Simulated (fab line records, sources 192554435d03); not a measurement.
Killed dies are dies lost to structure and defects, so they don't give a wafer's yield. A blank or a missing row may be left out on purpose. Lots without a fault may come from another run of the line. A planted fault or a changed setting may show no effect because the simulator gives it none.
Which tool did it? | flow n5_finfet | 12 lots, 36 wafers sampled, at 5 steps of a route of 1938

WHAT THE GAUGES READ, wafer by wafer
N5_BEOL_M1_OVL_MEAS_29.
lot  | measured     | on         | V0_OVL (nm)
L075 | day 6 13:44  | overlay-01 | 0.8 0.6 1.1
L077 | day 7 01:57  | overlay-02 | -0.3 -0.4 -0.8
L079 | day 7 10:05  | overlay-01 | 1.6 1.7 1.0
L082 | day 7 20:29  | overlay-02 | 0.1 1.1 0.6
L083 | day 8 06:19  | overlay-01 | -0.8 -0.2 -0.2
L085 | day 11 09:01 | overlay-01 | 0.1 0.7 -0.4
L095 | day 11 09:39 | overlay-02 | -0.3 0.1 0.0
L089 | day 11 12:28 | overlay-01 | 1.1 0.1 -1.2
L091 | day 11 14:52 | overlay-02 | 0.7 1.2 1.4
L087 | day 11 15:17 | overlay-01 | -0.3 0.7 -0.7
L086 | day 11 16:19 | overlay-01 | -0.1 0.0 0.3
L097 | day 12 05:17 | overlay-02 | 0.2 -0.2 0.4

WHICH TOOL RAN EACH LOT (tool, then ch and the chambers of the sampled wafers, then the start)
lot  | N5_BEOL_M0_SAQP_ALD_48            | N5_BEOL_M0_STRIP_140               | N5_BEOL_M0_SPUTTER_132       | N5_BEOL_M1_STRIP_19
L075 | ald_sin-03 ch 0,1, day 6 02:55    | rie_diel-02 ch 0,1,3, day 6 04:39  | pvd_sputter-01, day 6 08:11  | rie_diel-01 ch 0,1,2, day 6 13:11
L077 | ald_sin-01 ch 0,2,3, day 6 14:26  | rie_diel-04 ch 0,1,3, day 6 18:31  | pvd_sputter-02, day 6 22:22  | rie_diel-06 ch 1,3, day 7 01:31
L079 | ald_sin-03 ch 0,2,3, day 7 00:47  | rie_diel-02 ch 0,1,2, day 7 03:26  | pvd_sputter-01, day 7 07:10  | rie_diel-06 ch 0,1,3, day 7 09:40
L082 | ald_sin-04 ch 1,2,3, day 7 12:17  | rie_diel-02 ch 0,1,2, day 7 14:51  | pvd_sputter-01, day 7 17:13  | rie_diel-01 ch 0,1,3, day 7 19:56
L083 | ald_sin-04 ch 0,1,3, day 7 21:19  | rie_diel-02 ch 2,3, day 7 23:10    | pvd_sputter-03, day 8 02:23  | rie_diel-01 ch 0,2,3, day 8 05:47
L085 | ald_sin-01 ch 1,2,3, day 11 01:16 | rie_diel-03 ch 1,2, day 11 03:05   | pvd_sputter-03, day 11 05:43 | rie_diel-06 ch 0,1,3, day 11 08:36
L095 | ald_sin-01 ch 0,2,3, day 11 01:47 | rie_diel-04 ch 1,2,3, day 11 03:53 | pvd_sputter-01, day 11 06:05 | rie_diel-01 ch 2,3, day 11 09:14
L089 | ald_sin-03 ch 1,2, day 11 03:47   | rie_diel-02 ch 0,3, day 11 05:43   | pvd_sputter-02, day 11 09:17 | rie_diel-06 ch 2,3, day 11 11:54
L091 | ald_sin-04 ch 0,1,3, day 11 04:14 | rie_diel-04 ch 0,1,3, day 11 06:37 | pvd_sputter-01, day 11 09:57 | rie_diel-01 ch 0,2,3, day 11 14:28
L087 | ald_sin-01 ch 0,1,3, day 11 04:31 | rie_diel-03 ch 1,2,3, day 11 06:42 | pvd_sputter-03, day 11 10:20 | rie_diel-06 ch 0,2,3, day 11 14:52
L086 | ald_sin-03 ch 0,2, day 11 05:19   | rie_diel-04 ch 2,3, day 11 09:54   | pvd_sputter-02, day 11 12:02 | rie_diel-06 ch 0,1,2, day 11 15:53
L097 | ald_sin-01 ch 0,2,3, day 11 20:08 | rie_diel-02 ch 1,2,3, day 11 22:21 | pvd_sputter-03, day 12 01:57 | rie_diel-06 ch 1,2,3, day 12 04:52
- N5_BEOL_M0_SAQP_ALD_48: deposits SiO2, target thk 20 nm, pulse time 1 s, co reactant pulse time 1 s.
- N5_BEOL_M0_STRIP_140: strips in CF4.
- N5_BEOL_M0_SPUTTER_132: material Cu, target thk 4 nm, time 7.37 s.
- N5_BEOL_M1_STRIP_19: strips in O2.

THE ANSWER, worked out from the rows above alone
Rule: what is usual is taken from the lots themselves. Put in order of their means at a reading, lots are off if they are a third of the lots or fewer, leave a main group of 4 or more, and stand apart from it by a gap of 3 or more times the standard deviation of the main group's means; of several such gaps the widest counts. A main group whose means are all the same, to the digits that the tables above print for the reading, isn't used. A lot without any number at a reading at which 4 lots or more have one is off too. The other lots that the step has rows for count as sound.
No lot is off at any reading shown: from this, nothing can be told.

WHAT THE SIMULATOR HAD PUT IN
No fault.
